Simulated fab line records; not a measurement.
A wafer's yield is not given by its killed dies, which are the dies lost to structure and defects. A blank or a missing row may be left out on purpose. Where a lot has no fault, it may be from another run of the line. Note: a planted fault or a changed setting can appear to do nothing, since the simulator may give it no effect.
Split-lot study	flow n5_finfet	7 lots, 21 wafers read, on a route of 1938 steps

## THE SPLIT ITSELF
At N5_BEOL_M10_COAT_64 (time 60 s, resist thk 30 nm), the setting spin_rpm was moved away from the recipe's 1500 rpm on 4 of the 21 wafers read, by -7.8% to +10.6%. For the rest of the wafers, this setting stayed at what the recipe calls for.

## FROM THE SPLIT TO THE READING: what the file shows between them, 4 steps
- N5_BEOL_M10_COAT_22: resist thk 90 nm
- N5_BEOL_M10_EBR_24
- N5_BEOL_M10_DESCUM_33: chemistry O2, time 7.9 s
- N5_BEOL_M10_ETCH_65: etches SiARC in CF4, target depth 39 nm, time 65 s

## THE READING
SiARC_of_BEOL_M10_COAT_64.thk_nm (the simulator's own value, which no gauge read), in nm, at N5_BEOL_M10_ETCH_66 (etches SOC in N2/H2, target depth 120 nm, overetch 24 nm, time 180 s). There is no usual value for it anywhere in the file. Here, 17 wafers ran the recipe; their average is 22.8 nm with a standard deviation of 0.13 nm.

wafer	tool, chamber at the split	spin_rpm as run, rpm	against the recipe	SiARC_of_BEOL_M10_COAT_64.thk_nm, nm	against lot-mates on the recipe
L076.1	litho_track-04, 0	1500	recipe	22.6	-
L076.4	litho_track-04, 0	1659	+10.6%	21.2	-1.4
L076.5	litho_track-04, 0	1659	+10.6%	21.2	-1.4
L080.1	litho_track-02, 0	1500	recipe	22.8	-
L080.2	litho_track-02, 0	1500	recipe	22.8	-
L080.4	litho_track-02, 0	1500	recipe	22.8	-
L081.3	litho_track-05, 0	1500	recipe	22.8	-
L081.4	litho_track-05, 0	1500	recipe	22.8	-
L081.5	litho_track-05, 0	1500	recipe	22.8	-
L090.4	litho_track-05, 0	1500	recipe	22.8	-
L090.5	litho_track-05, 0	1500	recipe	22.6	-
L090.6	litho_track-05, 0	1500	recipe	22.6	-
L091.2	litho_track-05, 0	1500	recipe	22.8	-
L091.6	litho_track-05, 0	1500	recipe	22.8	-
L091.3	litho_track-05, 0	1388	-7.5%	24	+1.2
L092.2	litho_track-04, 0	1500	recipe	22.8	-
L092.4	litho_track-04, 0	1500	recipe	23	-
L092.5	litho_track-04, 0	1500	recipe	23	-
L097.2	litho_track-05, 0	1500	recipe	23	-
L097.4	litho_track-05, 0	1500	recipe	23	-
L097.3	litho_track-05, 0	1383	-7.8%	24.2	+1.2

FIT RESULTS
A straight line over all 21 wafers: SiARC_of_BEOL_M10_COAT_64.thk_nm changes by -0.158 nm for each +1% of spin_rpm; r = -0.98; the points scatter about the line by 0.13 nm.
The same after taking each lot's own level away (the mean of its wafers on the recipe; 21 wafers): -0.141 nm for each +1%; r = -0.99; scatter 0.07 nm.
The reading moves by 1.5 nm for the largest change in spin_rpm, on that fit.
The span of the lots' own levels, 22.60 to 23.00 nm, comes to 3.1 times the standard deviation stated above.
In other words, the slope is changed by the lot-to-lot level; the two fits disagree.
Check: -1.52 nm against its lot-mates is what the line predicts for one of the wafers moved furthest among these (+10.6%) when that wafer is left out of the fit. Against them it came out at -1.4 nm.

## FURTHER SPLITS ON THESE WAFERS
Note: prior to the reading, these wafers also went through further splits. Each is held against what the fit with the lots' levels taken away leaves over:
other split on the same wafers	wafers away from the commonest value	r with SiARC_of_BEOL_M10_COAT_64.thk_nm (lot level and that fit taken away)
N5_BEOL_M8_CURE_75 time_s	6	+0.23
N5_BEOL_M9_EXPOSE_25 dose_mj	7	+0.07
N5_BEOL_M10_ETCH_62 time_s	7	+0.09

## THE WHOLE CHAIN: every reading that the file lists as answering this split, in the file's order
step	what it does	reading	change (the file's fit)	r (the file's)
N5_BEOL_M10_COAT_64	time 60 s, resist thk 30 nm	SiARC_of_BEOL_M10_COAT_64.thk_nm (the simulator's own value, which no gauge read)	-0.149 nm for each +1% of the setting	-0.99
N5_BEOL_M10_ETCH_65	etches SiARC in CF4, target depth 39 nm, time 65 s	etch_rf_on_time_s	withheld for each +1% of the setting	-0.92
N5_BEOL_M10_ETCH_65	etches SiARC in CF4, target depth 39 nm, time 65 s	CAR-ArF_of_BEOL_M10_COAT_22.thk_nm (the simulator's own value, which no gauge read)	+0.142 nm for each +1% of the setting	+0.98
N5_BEOL_M10_ETCH_65	etches SiARC in CF4, target depth 39 nm, time 65 s	etch.depth_nm (the simulator's own value, which no gauge read)	-0.149 nm for each +1% of the setting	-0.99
N5_BEOL_M10_ETCH_66	etches SOC in N2/H2, target depth 120 nm, overetch 24 nm, time 180 s	SiARC_of_BEOL_M10_COAT_64.thk_nm (the simulator's own value, which no gauge read)	-0.145 nm for each +1% of the setting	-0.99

## FILE'S OWN FIT
SiARC_of_BEOL_M10_COAT_64.thk_nm changes by -0.145 nm for each +1% of spin_rpm, r = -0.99.
